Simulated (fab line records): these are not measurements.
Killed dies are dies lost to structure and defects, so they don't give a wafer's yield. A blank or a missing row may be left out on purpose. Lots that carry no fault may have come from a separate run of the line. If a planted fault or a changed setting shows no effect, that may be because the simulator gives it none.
Which tool was responsible? + flow nand harc + 72 wafers from 24 lots sampled at 2 of the route's 1302 steps

## WHAT THE GAUGES READ, wafer by wafer
NHARC_A_ONON_D2_INSPECT_32.
| lot  | measured     | on                | raw defect count |
|------|--------------|-------------------|------------------|
| L074 | day 12 19:56 | defect inspect-02 | 305 367 219      |
| L075 | day 13 19:11 | defect inspect-02 | 539 719 360      |
| L076 | day 14 03:54 | defect inspect-01 | 478 384 325      |
| L077 | day 14 03:55 | defect inspect-02 | 178 220 268      |
| L079 | day 14 17:06 | defect inspect-01 | 263 641 541      |
| L078 | day 14 17:22 | defect inspect-01 | 295 218 267      |
| L080 | day 14 22:31 | defect inspect-02 | 267 213 213      |
| L081 | day 16 00:33 | defect inspect-01 | 464 422 410      |
| L082 | day 16 00:34 | defect inspect-02 | 528 209 422      |
| L084 | day 17 07:18 | defect inspect-01 | 387 816 480      |
| L083 | day 17 07:18 | defect inspect-02 | 274 415 352      |
| L085 | day 17 07:20 | defect inspect-01 | 362 407 664      |
| L086 | day 18 01:49 | defect inspect-01 | 465 266 447      |
| L087 | day 18 08:49 | defect inspect-02 | 290 226 386      |
| L089 | day 19 01:31 | defect inspect-01 | 451 551 436      |
| L088 | day 19 01:31 | defect inspect-02 | 312 580 222      |
| L090 | day 19 16:34 | defect inspect-01 | 506 336 1106     |
| L091 | day 19 16:51 | defect inspect-02 | 216 239 318      |
| L092 | day 20 10:17 | defect inspect-01 | 245 307 455      |
| L093 | day 20 22:25 | defect inspect-02 | 374 309 381      |
| L094 | day 20 22:26 | defect inspect-01 | 443 399 348      |
| L095 | day 21 17:24 | defect inspect-02 | 434 418 441      |
| L096 | day 22 07:35 | defect inspect-02 | 387 450 441      |
| L097 | day 22 07:35 | defect inspect-01 | 426 544 464      |

NHARC_A_CHANNEL_HOLE_D2_CD_MEAS_10 targets a cd of 100 nm.
| lot  | measured     | on        | cd nm (nm)        |
|------|--------------|-----------|-------------------|
| L074 | day 13 04:09 | cd sem-02 | 99.1 99.1 99.5    |
| L075 | day 13 23:57 | cd sem-03 | 100.5 100.0 100.8 |
| L076 | day 14 09:11 | cd sem-03 | 99.1 99.6 99.3    |
| L077 | day 14 09:58 | cd sem-02 | 99.6 100.0 99.9   |
| L079 | day 14 21:07 | cd sem-03 | 100.3 101.2 100.1 |
| L078 | day 14 21:32 | cd sem-01 | 99.5 100.2 99.3   |
| L080 | day 15 01:52 | cd sem-02 | 99.9 99.7 99.3    |
| L081 | day 16 03:14 | cd sem-02 | 99.9 99.4 99.7    |
| L082 | day 16 03:24 | cd sem-01 | 99.7 99.9 100.2   |
| L084 | day 17 11:44 | cd sem-02 | 100.1 99.9 99.4   |
| L083 | day 17 11:53 | cd sem-03 | 99.6 99.4 98.7    |
| L085 | day 17 12:02 | cd sem-03 | 100.2 100.0 100.8 |
| L086 | day 18 05:35 | cd sem-02 | 99.7 100.2 100.3  |
| L087 | day 18 15:20 | cd sem-03 | 100.4 100.1 100.2 |
| L089 | day 19 07:40 | cd sem-03 | 99.8 99.9 99.6    |
| L088 | day 19 07:49 | cd sem-02 | 99.8 100.0 99.6   |
| L090 | day 19 19:38 | cd sem-01 | 100.3 99.7 99.8   |
| L091 | day 19 19:46 | cd sem-03 | 100.3 100.4 100.0 |
| L092 | day 20 15:29 | cd sem-03 | 99.8 99.2 99.3    |
| L093 | day 21 01:08 | cd sem-03 | 100.3 99.6 100.3  |
| L094 | day 21 01:17 | cd sem-01 | 100.2 99.2 100.0  |
| L095 | day 21 20:16 | cd sem-03 | 99.8 99.4 99.3    |
| L096 | day 22 11:58 | cd sem-03 | 99.2 99.5 100.1   |
| L097 | day 22 13:25 | cd sem-02 | 100.2 100.4 100.3 |

## TOOL THAT RAN EACH LOT (tool first, then ch and the chambers of the sampled wafers, then the start)
Before these readings, the record contains no process step.

## AS READ BY THE TOOLS THEMSELVES (means over the sampled wafers that have a number; for cases with no such wafer, the mark the record gives instead)
The record holds no such reading with a usual standard deviation.

## THE ANSWER, worked out from the rows above alone
Rule: the usual values come from the lots themselves. Put in order of their means at a reading, lots are off if they are a third of the lots or fewer, leave a main group of 4 or more, and stand apart from it by a gap of 3 or more times the standard deviation of the main group's means; of several such gaps the widest counts. A main group whose means are all the same, to the digits that the tables above print for the reading, isn't used. Also off: a lot with no number at a reading for which 4 or more lots have one. All remaining lots with rows at the step are treated as sound. Order of review: gauges by route order, followed by the tools' own readings, for which a lot's mean as printed above is used. The first step at which some lot is off is used, and at that step the reading that is off furthest; a lot without a number counts as furthest.
No lot is off on any of the readings shown, so nothing can be concluded from this.

## WHAT HAD BEEN PUT IN BY THE SIMULATOR
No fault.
